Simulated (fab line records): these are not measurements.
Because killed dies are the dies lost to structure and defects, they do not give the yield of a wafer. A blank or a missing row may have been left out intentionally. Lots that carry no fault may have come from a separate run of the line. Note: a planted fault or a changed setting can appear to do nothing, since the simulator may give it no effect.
Which tool was responsible? + flow nand_harc + 12 lots, 36 wafers sampled, at 5 steps of a route of 1302

== WHAT THE GAUGES READ, wafer by wafer ==
NHARC_END_SORT_01.
| lot  | measured     | on        | killed_at_array | killed_at_other | killed_at_periphery | killed_dies | killed_open | killed_short |
|------|--------------|-----------|-----------------|-----------------|---------------------|-------------|-------------|--------------|
| L492 | day 26 06:44 | prober-02 | 61 52 55        | 4 1 2           | 1 0 3               | 66 53 60    | 4 6 4       | 5 0 2        |
| L499 | day 29 15:53 | prober-01 | 52 65           | 3 1             | 6 2                 | 61 68       | 4 2         | 1 3          |
| L502 | day 30 19:30 | prober-02 | 56              | 1               | 4                   | 61          | 3           | 6            |
| L505 | day 32 23:27 | prober-02 | 43 49 44        | 2 3 2           | 13 12 12            | 58 64 58    | 6 2 4       | 3 1 0        |

== TOOL THAT RAN EACH LOT (tool first, then ch and the chambers of the sampled wafers, then the start) ==
| lot  | NHARC_A_WL_FILL_CMP_12        | NHARC_A_CONTACT_ETCH_49            | NHARC_A_CONTACT_ETCH_120             | NHARC_A_CONTACT_ETCH_122             |
|------|-------------------------------|------------------------------------|--------------------------------------|--------------------------------------|
| L488 | cmp-04 ch 0,2,3, day 21 21:02 | rie_diel-11 ch 0,1,3, day 22 04:20 | har_cap_etch-03 ch 0,1, day 22 07:46 | har_cap_etch-03 ch 0,1, day 22 08:07 |
| L490 | cmp-02 ch 2,3, day 22 08:40   | rie_diel-11 ch 1,2,3, day 22 15:11 | har_cap_etch-02 ch 0,1, day 22 18:23 | har_cap_etch-02 ch 0,1, day 22 18:44 |
| L492 | cmp-04 ch 1,2,3, day 23 02:07 | rie_diel-13 ch 1,3, day 23 08:40   | har_cap_etch-03 ch 0, day 23 11:50   | har_cap_etch-03 ch 0, day 23 12:10   |
| L493 | cmp-04 ch 0,1,3, day 23 17:01 | rie_diel-13 ch 2,3, day 23 23:40   | har_cap_etch-01 ch 0,1, day 24 03:20 | har_cap_etch-01 ch 0,1, day 24 03:41 |
| L498 | cmp-02 ch 0,2,3, day 25 17:58 | rie_diel-11 ch 0,1, day 26 00:31   | har_cap_etch-02 ch 0,1, day 26 03:50 | har_cap_etch-02 ch 0,1, day 26 04:10 |
| L499 | cmp-02 ch 0,3, day 26 00:05   | rie_diel-11 ch 0,1,3, day 26 07:31 | har_cap_etch-01 ch 0,1, day 26 10:40 | har_cap_etch-01 ch 0,1, day 26 11:00 |
| L502 | cmp-04 ch 0,2,3, day 27 09:38 | rie_diel-11 ch 0,2, day 27 15:55   | har_cap_etch-03 ch 1, day 27 19:10   | har_cap_etch-03 ch 1, day 27 19:30   |
| L507 | cmp-02 ch 0,1,3, day 29 04:53 | rie_diel-04 ch 0,2,3, day 29 11:14 | har_cap_etch-01 ch 0,1, day 29 14:24 | har_cap_etch-01 ch 0,1, day 29 14:44 |
| L505 | cmp-04 ch 1,2,3, day 29 04:55 | rie_diel-13 ch 0,1,2, day 29 11:38 | har_cap_etch-03 ch 0,1, day 29 18:52 | har_cap_etch-03 ch 0,1, day 29 19:13 |
| L508 | cmp-04 ch 0,1,2, day 29 16:36 | rie_diel-11 ch 0,2,3, day 29 23:07 | har_cap_etch-02 ch 0,1, day 30 02:40 | har_cap_etch-02 ch 0,1, day 30 03:00 |
| L509 | cmp-04 ch 0,2,3, day 29 23:22 | rie_diel-04 ch 0,2,3, day 30 08:48 | har_cap_etch-01 ch 1, day 30 11:59   | har_cap_etch-01 ch 1, day 30 12:19   |
| L510 | cmp-04 ch 1,3, day 30 14:04   | rie_diel-11 ch 2,3, day 30 20:52   | har_cap_etch-03 ch 0,1, day 31 00:08 | har_cap_etch-03 ch 0,1, day 31 00:29 |
- NHARC_A_WL_FILL_CMP_12: polishes, t overpolish 30 s, target thk 100 nm.
- NHARC_A_CONTACT_ETCH_49: etches the open film in N2/H2, target depth 260 nm, time 475.3 s.
- NHARC_A_CONTACT_ETCH_120: etches the open film in C4F8/O2/Ar, time 190 s, target depth 1850 nm.
- NHARC_A_CONTACT_ETCH_122: etches the open film in C4F8/O2/Ar, time 190 s, target depth 1850 nm.

== WHAT THE TOOLS THEMSELVES READ (means of the sampled wafers that have a number; where no wafer has one, the mark that the record gives instead) ==
NHARC_A_WL_FILL_CMP_12.
| lot  | tool   | motor_current_A (A) | overpolish_run_s (s) | time_to_endpoint_s (s) |
|------|--------|---------------------|----------------------|------------------------|
| L488 | cmp-04 | 11.1                | 29.996               | 17.8                   |
| L490 | cmp-02 | 11.4                | 29.994               | 21.4                   |
| L492 | cmp-04 | 11.6                | 30.008               | 21.8                   |
| L493 | cmp-04 | 12.5                | 29.995               | 21.1                   |
| L498 | cmp-02 | 11.2                | 30.004               | 20.2                   |
| L499 | cmp-02 | 11.8                | 30.007               | 17.2                   |
| L502 | cmp-04 | 11.7                | 30.008               | 21.8                   |
| L507 | cmp-02 | 12.1                | 30.004               | 17.5                   |
| L505 | cmp-04 | 11.6                | 30.006               | 17.0                   |
| L508 | cmp-04 | 11.7                | 29.994               | 20.9                   |
| L509 | cmp-04 | 11.6                | 29.991               | 20.4                   |
| L510 | cmp-04 | 12.1                | 30.000               | 23.2                   |

NHARC_A_CONTACT_ETCH_49.
| lot  | tool        | drypump_motor_current_A (A) | oes_product_au (a.u.) | rf_vpp_V (V) | showerhead_plenum_p_Torr (Torr) | throttle_valve_pct (%) |
|------|-------------|-----------------------------|-----------------------|--------------|---------------------------------|------------------------|
| L488 | rie_diel-11 | 5.7                         | 1.004                 | 432.0        | 2.08                            | 14.173                 |
| L490 | rie_diel-11 | 5.4                         | 0.995                 | 431.5        | 2.06                            | 14.172                 |
| L492 | rie_diel-13 | 5.9                         | 0.994                 | 432.1        | 2.10                            | 14.161                 |
| L493 | rie_diel-13 | 6.4                         | 0.992                 | 428.0        | 1.94                            | 14.180                 |
| L498 | rie_diel-11 | 5.9                         | 1.001                 | 432.4        | 2.10                            | 14.174                 |
| L499 | rie_diel-11 | 5.7                         | 0.998                 | 430.8        | 2.08                            | 14.161                 |
| L502 | rie_diel-11 | 5.7                         | 0.905                 | 432.3        | 2.14                            | 14.177                 |
| L507 | rie_diel-04 | 6.2                         | 0.991                 | 431.1        | 2.07                            | 14.174                 |
| L505 | rie_diel-13 | 5.8                         | 0.996                 | 430.2        | 2.04                            | 14.164                 |
| L508 | rie_diel-11 | 5.5                         | 1.001                 | 433.4        | 2.12                            | 14.173                 |
| L509 | rie_diel-04 | 6.2                         | 0.997                 | 431.1        | 2.07                            | 14.164                 |
| L510 | rie_diel-11 | 5.3                         | 1.003                 | 432.1        | 2.10                            | 14.167                 |

NHARC_A_CONTACT_ETCH_120.
| lot  | tool            | oes_air_line_au (a.u.) |
|------|-----------------|------------------------|
| L488 | har_cap_etch-03 | 0.984                  |
| L490 | har_cap_etch-02 | 0.997                  |
| L492 | har_cap_etch-03 | 1.020                  |
| L493 | har_cap_etch-01 | 1.005                  |
| L498 | har_cap_etch-02 | 0.994                  |
| L499 | har_cap_etch-01 | 0.999                  |
| L502 | har_cap_etch-03 | 0.957                  |
| L507 | har_cap_etch-01 | 1.013                  |
| L505 | har_cap_etch-03 | 0.991                  |
| L508 | har_cap_etch-02 | 1.025                  |
| L509 | har_cap_etch-01 | 1.022                  |
| L510 | har_cap_etch-03 | 0.994                  |

NHARC_A_CONTACT_ETCH_122.
| lot  | tool            | oes_air_line_au (a.u.) |
|------|-----------------|------------------------|
| L488 | har_cap_etch-03 | 0.992                  |
| L490 | har_cap_etch-02 | 1.021                  |
| L492 | har_cap_etch-03 | 1.004                  |
| L493 | har_cap_etch-01 | 1.004                  |
| L498 | har_cap_etch-02 | 0.985                  |
| L499 | har_cap_etch-01 | 0.994                  |
| L502 | har_cap_etch-03 | 0.995                  |
| L507 | har_cap_etch-01 | 0.977                  |
| L505 | har_cap_etch-03 | 0.987                  |
| L508 | har_cap_etch-02 | 0.982                  |
| L509 | har_cap_etch-01 | 1.004                  |
| L510 | har_cap_etch-03 | 1.011                  |

== THE ANSWER, worked out from the rows above alone ==
Rule: the lots themselves supply what counts as usual. The widest of any qualifying gaps counts: lots, ordered by their means at a reading, are off when they make up no more than a third of the lots, leave a main group of 4 or more, and stand apart from it by 3 or more times the standard deviation of that group's means. A main group is skipped when, at the precision printed for the reading in the tables above, its means are all equal. Also off: a lot with no number at a reading for which 4 or more lots have one. Where the step has rows for the other lots, those lots are counted as sound. Order of review: gauges by route order, followed by the tools' own readings, for which a lot's mean as printed above is used. The first step at which some lot is off is used, and at that step the reading that is off furthest; a lot without a number counts as furthest.
Off: L502, at NHARC_A_CONTACT_ETCH_49 (oes_product_au). The main group has a mean of 0.997 a.u. with a standard deviation of 0.0042.
If a tool, at that step or one of the process steps before it, ran each lot that is off and ran no sound lot following the first of them, it fits. No candidate that was tried fits.

== WHAT WAS PUT IN BY THE SIMULATOR ==
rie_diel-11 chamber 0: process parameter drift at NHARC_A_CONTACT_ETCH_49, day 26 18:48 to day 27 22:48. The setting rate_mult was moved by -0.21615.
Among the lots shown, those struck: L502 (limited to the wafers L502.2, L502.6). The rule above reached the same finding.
